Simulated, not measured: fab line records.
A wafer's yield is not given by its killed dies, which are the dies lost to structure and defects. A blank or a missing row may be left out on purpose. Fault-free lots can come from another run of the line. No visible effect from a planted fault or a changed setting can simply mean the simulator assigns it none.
Lot-split experiment / flow n5-finfet / on a route of 1938 steps: 7 lots, 21 wafers read

## ON THE SPLIT
At N5_SD_EPI_P_COAT_35 (time 60 s, resist thk 35 nm), the setting spin-rpm was moved away from the recipe's 1500 rpm on 6 of the 21 wafers read, by -10.2% to +9.8%. For the rest of the wafers, this setting stayed at what the recipe calls for.

## FROM THE SPLIT TO THE READING: what the file shows between them, 3 steps
- N5_SD_EPI_P_COAT_03: resist thk 150 nm
- N5_SD_EPI_P_EBR_05
- N5_SD_EPI_P_DESCUM_14: chemistry O2, time 7.9 s

## THE READING
CAR-ArF-block_of_SD_EPI_P_COAT_03.thk-nm (the simulator's own value, which no gauge read), in nm, at N5_SD_EPI_P_ETCH_36 (etches SiARC in CF4, target depth 45.5 nm, time 75.8 s). No usual value for it is given in the file. Here, 15 wafers ran the recipe; their average is 110.8 nm with a standard deviation of 0.5 nm.

wafer=L079.1; tool, chamber at the split=litho-track-05, 0; spin-rpm as run, rpm=1500; against the recipe=recipe; CAR-ArF-block_of_SD_EPI_P_COAT_03.thk-nm, nm=111.2; against lot-mates on the recipe=-
wafer=L079.3; tool, chamber at the split=litho-track-05, 0; spin-rpm as run, rpm=1500; against the recipe=recipe; CAR-ArF-block_of_SD_EPI_P_COAT_03.thk-nm, nm=111.2; against lot-mates on the recipe=-
wafer=L079.4; tool, chamber at the split=litho-track-05, 0; spin-rpm as run, rpm=1347; against the recipe=-10.2%; CAR-ArF-block_of_SD_EPI_P_COAT_03.thk-nm, nm=109.2; against lot-mates on the recipe=-2.0
wafer=L080.2; tool, chamber at the split=litho-track-04, 0; spin-rpm as run, rpm=1554; against the recipe=+3.6%; CAR-ArF-block_of_SD_EPI_P_COAT_03.thk-nm, nm=111.2; against lot-mates on the recipe=+0.8
wafer=L080.4; tool, chamber at the split=litho-track-04, 0; spin-rpm as run, rpm=1500; against the recipe=recipe; CAR-ArF-block_of_SD_EPI_P_COAT_03.thk-nm, nm=110.6; against lot-mates on the recipe=-
wafer=L080.5; tool, chamber at the split=litho-track-04, 0; spin-rpm as run, rpm=1500; against the recipe=recipe; CAR-ArF-block_of_SD_EPI_P_COAT_03.thk-nm, nm=110.2; against lot-mates on the recipe=-
wafer=L082.1; tool, chamber at the split=litho-track-04, 0; spin-rpm as run, rpm=1429; against the recipe=-4.7%; CAR-ArF-block_of_SD_EPI_P_COAT_03.thk-nm, nm=110; against lot-mates on the recipe=no lot-mate on the recipe
wafer=L082.5; tool, chamber at the split=litho-track-04, 0; spin-rpm as run, rpm=1429; against the recipe=-4.7%; CAR-ArF-block_of_SD_EPI_P_COAT_03.thk-nm, nm=110.4; against lot-mates on the recipe=no lot-mate on the recipe
wafer=L082.6; tool, chamber at the split=litho-track-04, 0; spin-rpm as run, rpm=1429; against the recipe=-4.7%; CAR-ArF-block_of_SD_EPI_P_COAT_03.thk-nm, nm=110.4; against lot-mates on the recipe=no lot-mate on the recipe
wafer=L083.1; tool, chamber at the split=litho-track-04, 0; spin-rpm as run, rpm=1500; against the recipe=recipe; CAR-ArF-block_of_SD_EPI_P_COAT_03.thk-nm, nm=111.4; against lot-mates on the recipe=-
wafer=L083.3; tool, chamber at the split=litho-track-04, 0; spin-rpm as run, rpm=1500; against the recipe=recipe; CAR-ArF-block_of_SD_EPI_P_COAT_03.thk-nm, nm=111.6; against lot-mates on the recipe=-
wafer=L083.5; tool, chamber at the split=litho-track-04, 0; spin-rpm as run, rpm=1500; against the recipe=recipe; CAR-ArF-block_of_SD_EPI_P_COAT_03.thk-nm, nm=111.6; against lot-mates on the recipe=-
wafer=L092.2; tool, chamber at the split=litho-track-01, 0; spin-rpm as run, rpm=1500; against the recipe=recipe; CAR-ArF-block_of_SD_EPI_P_COAT_03.thk-nm, nm=110.6; against lot-mates on the recipe=-
wafer=L092.4; tool, chamber at the split=litho-track-01, 0; spin-rpm as run, rpm=1500; against the recipe=recipe; CAR-ArF-block_of_SD_EPI_P_COAT_03.thk-nm, nm=111; against lot-mates on the recipe=-
wafer=L092.5; tool, chamber at the split=litho-track-01, 0; spin-rpm as run, rpm=1500; against the recipe=recipe; CAR-ArF-block_of_SD_EPI_P_COAT_03.thk-nm, nm=110.4; against lot-mates on the recipe=-
wafer=L094.3; tool, chamber at the split=litho-track-04, 0; spin-rpm as run, rpm=1647; against the recipe=+9.8%; CAR-ArF-block_of_SD_EPI_P_COAT_03.thk-nm, nm=111.8; against lot-mates on the recipe=+1.6
wafer=L094.4; tool, chamber at the split=litho-track-04, 0; spin-rpm as run, rpm=1500; against the recipe=recipe; CAR-ArF-block_of_SD_EPI_P_COAT_03.thk-nm, nm=110.2; against lot-mates on the recipe=-
wafer=L094.6; tool, chamber at the split=litho-track-04, 0; spin-rpm as run, rpm=1500; against the recipe=recipe; CAR-ArF-block_of_SD_EPI_P_COAT_03.thk-nm, nm=110.2; against lot-mates on the recipe=-
wafer=L096.1; tool, chamber at the split=litho-track-01, 0; spin-rpm as run, rpm=1500; against the recipe=recipe; CAR-ArF-block_of_SD_EPI_P_COAT_03.thk-nm, nm=110.4; against lot-mates on the recipe=-
wafer=L096.6; tool, chamber at the split=litho-track-01, 0; spin-rpm as run, rpm=1500; against the recipe=recipe; CAR-ArF-block_of_SD_EPI_P_COAT_03.thk-nm, nm=110.4; against lot-mates on the recipe=-
wafer=L096.4; tool, chamber at the split=litho-track-01, 0; spin-rpm as run, rpm=1500; against the recipe=recipe; CAR-ArF-block_of_SD_EPI_P_COAT_03.thk-nm, nm=110.4; against lot-mates on the recipe=-

FIT RESULTS
A straight line over all 21 wafers: CAR-ArF-block_of_SD_EPI_P_COAT_03.thk-nm changes by +0.123 nm for each +1% of spin-rpm; r = +0.71; the points scatter about the line by 0.46 nm.
The same after taking each lot's own level away (the mean of its wafers on the recipe; 18 wafers): +0.183 nm for each +1%; r = +0.98; scatter 0.15 nm.
According to that fit, moving spin-rpm by its largest amount changes the reading by 1.9 nm.
Measured against the standard deviation above, the lots' own levels, which go from 110.20 to 111.53 nm, span 2.7 times it.
So the lot-to-lot level blurs the effect unless lot-mates are compared.
Check: for one of the wafers moved furthest among these (-10.2%), held out of the fit, the line's prediction against its lot-mates is -1.72 nm. Against them it came out at -2 nm.

## OTHER SPLITS ON THESE WAFERS
Before the reading, these wafers also passed through other splits. Each is held against what the fit with the lots' levels taken away leaves over:
other split on the same wafers=N5_ZERO_LAYER_ETCH_18 icp-w; wafers away from the commonest value=7; r with CAR-ArF-block_of_SD_EPI_P_COAT_03.thk-nm (lot level and that fit taken away)=+0.08
other split on the same wafers=N5_FIN_SAQP_ALD_61 ald-cycles; wafers away from the commonest value=5; r with CAR-ArF-block_of_SD_EPI_P_COAT_03.thk-nm (lot level and that fit taken away)=+0.09
other split on the same wafers=N5_FIN_SAQP_PECVD_47 time-s; wafers away from the commonest value=7; r with CAR-ArF-block_of_SD_EPI_P_COAT_03.thk-nm (lot level and that fit taken away)=-0.22
other split on the same wafers=N5_FIN_SAQP_ETCH_52 source-w; wafers away from the commonest value=7; r with CAR-ArF-block_of_SD_EPI_P_COAT_03.thk-nm (lot level and that fit taken away)=+0.10
other split on the same wafers=N5_FIN_SAQP_MANDREL_ETCH_22 over-etch-frac; wafers away from the commonest value=3; r with CAR-ArF-block_of_SD_EPI_P_COAT_03.thk-nm (lot level and that fit taken away)=+0.21
other split on the same wafers=N5_FIN_CUT_CUT_ETCH_15 time-s; wafers away from the commonest value=11; r with CAR-ArF-block_of_SD_EPI_P_COAT_03.thk-nm (lot level and that fit taken away)=-0.18
other split on the same wafers=N5_SD_EPI_N_EPI_21 temp-c; wafers away from the commonest value=8; r with CAR-ArF-block_of_SD_EPI_P_COAT_03.thk-nm (lot level and that fit taken away)=-0.14

## THE WHOLE CHAIN: every reading that the file lists as answering this split, in the file's order
step=N5_SD_EPI_P_COAT_35; what it does=time 60 s, resist thk 35 nm; reading=SiARC_of_SD_EPI_P_COAT_35.thk-nm (the simulator's own value, which no gauge read); change (the file's fit)=-0.175 nm for each +1% of the setting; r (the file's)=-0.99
step=N5_SD_EPI_P_ETCH_36; what it does=etches SiARC in CF4, target depth 45.5 nm, time 75.8 s; reading=etch.depth-nm (the simulator's own value, which no gauge read); change (the file's fit)=-0.177 nm for each +1% of the setting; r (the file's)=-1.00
step=N5_SD_EPI_P_ETCH_36; what it does=etches SiARC in CF4, target depth 45.5 nm, time 75.8 s; reading=CAR-ArF-block_of_SD_EPI_P_COAT_03.thk-nm (the simulator's own value, which no gauge read); change (the file's fit)=+0.183 nm for each +1% of the setting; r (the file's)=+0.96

## FILE'S OWN FIT
CAR-ArF-block_of_SD_EPI_P_COAT_03.thk-nm changes by +0.183 nm for each +1% of spin-rpm, r = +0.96.
